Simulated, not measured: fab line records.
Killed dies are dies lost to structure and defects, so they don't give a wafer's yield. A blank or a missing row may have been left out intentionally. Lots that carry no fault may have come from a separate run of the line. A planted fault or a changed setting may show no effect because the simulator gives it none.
8D (eight disciplines) problem report, filled in by code | flow nand-harc | the parts of the form that need people (team, actions taken, sign-off) are left out

1. THE PROBLEM
Mean of killed-at-array at NHARC_END_SORT_01: 98 across 6 wafers in 2 lots; on wafers with no fault it is 30 (standard deviation 10). That puts it +6.8 standard deviations away from the usual mean.
First observed at day 24 08:30: wafer L449.2, on prober-02. The record has a number at this step for 12 wafers belonging to 4 lots. Rule for "out" (also "out of limits"): further than 4 standard deviations from the usual mean. The rest of the wafers with a number are treated as sound.

2. WHAT IT IS, WHAT IT ISN'T
question                    | is                           | is not
which readings at this step | killed-at-array, killed-dies | killed-at-periphery, killed-open
which lots                  | L449, L450                   | L440, L441
which wafers of those lots  | all that have a number       | -
read on which gauges        | prober-02                    | -
when                        | from day 24 08:30            | up to then (6 sound wafers)

3. SUSPECTS, AND WHAT RULES EACH OUT
Counting: a tool at any process step up to the reading remains a suspect when it ran all the lots that are out and ran no sound lot after the first of those.
- the gauge at NHARC_END_SORT_01: kept. All the wafers that are out were read on prober-02, and no step on other tools shows them out.
- rie-metal-03 at NHARC_A_WL_FILL_ETCHBACK_17 (etches the open film in Cl2/BCl3, target depth 4 nm, time 26.7 s): kept. All lots that are out passed through it, beginning with L449 at day 19 09:26, and no sound lot followed; its final sound lot before that point was L440 at day 17 10:58.
- pvd-sputter-02 at NHARC_THIN_TSV_PVD_19 (deposits TaN, target thk 20 nm): kept. All lots that are out passed through it, beginning with L449 at day 23 14:25, and no sound lot followed; its final sound lot before that point was L441 at day 21 13:33. NHARC_THIN_TSV_PVD_19 gives no start for some lots, so the hours and the order of its lots are those of NHARC_THIN_TSV_DEGAS_53.
After the count, these remain: rie-metal-03 at NHARC_A_WL_FILL_ETCHBACK_17, pvd-sputter-02 at NHARC_THIN_TSV_PVD_19 and prober-02 at NHARC_END_SORT_01.

4. THE CAUSE (what the simulator had put in)
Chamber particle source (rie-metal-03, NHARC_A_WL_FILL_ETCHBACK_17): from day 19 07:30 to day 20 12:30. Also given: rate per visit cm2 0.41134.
After counting, 3 suspects remain, this tool included.

5. THE CHAIN OF EFFECTS, in route order
Rows list readings where the struck wafers' mean (over those with a number) sits beyond 3 standard deviations from the usual. Scope: only readings with a usual standard deviation given in the record; hours: median across lots of the time from each lot's start at the first step in this table that gives one to its start at this step; sigmas: change in usual standard deviations.
hours | step              | reading         | usual | on struck wafers | change | sigmas
0     | NHARC_END_SORT_01 | killed-at-array | 30    | 98               | +68    | +6.8
0     | NHARC_END_SORT_01 | killed-dies     | 34    | 102              | +68    | +6.2

6. HOW IT WOULD HAVE BEEN CAUGHT EARLIER
In this record the first reading out of limits at a measuring or inspecting step was taken at day 24 08:30, 121 hours after the fault began at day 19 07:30.
An alarm limit of 4 standard deviations would not have fired on the tool readings at NHARC_A_WL_FILL_ETCHBACK_17 for which the record gives a usual standard deviation, since none of them was out on any struck wafer.
The start of NHARC_A_WL_FILL_ETCHBACK_17 on rie-metal-03 came by day 24 08:30 for every one of the lots that are out (2). Tool hold at that time: it would have spared none of them.
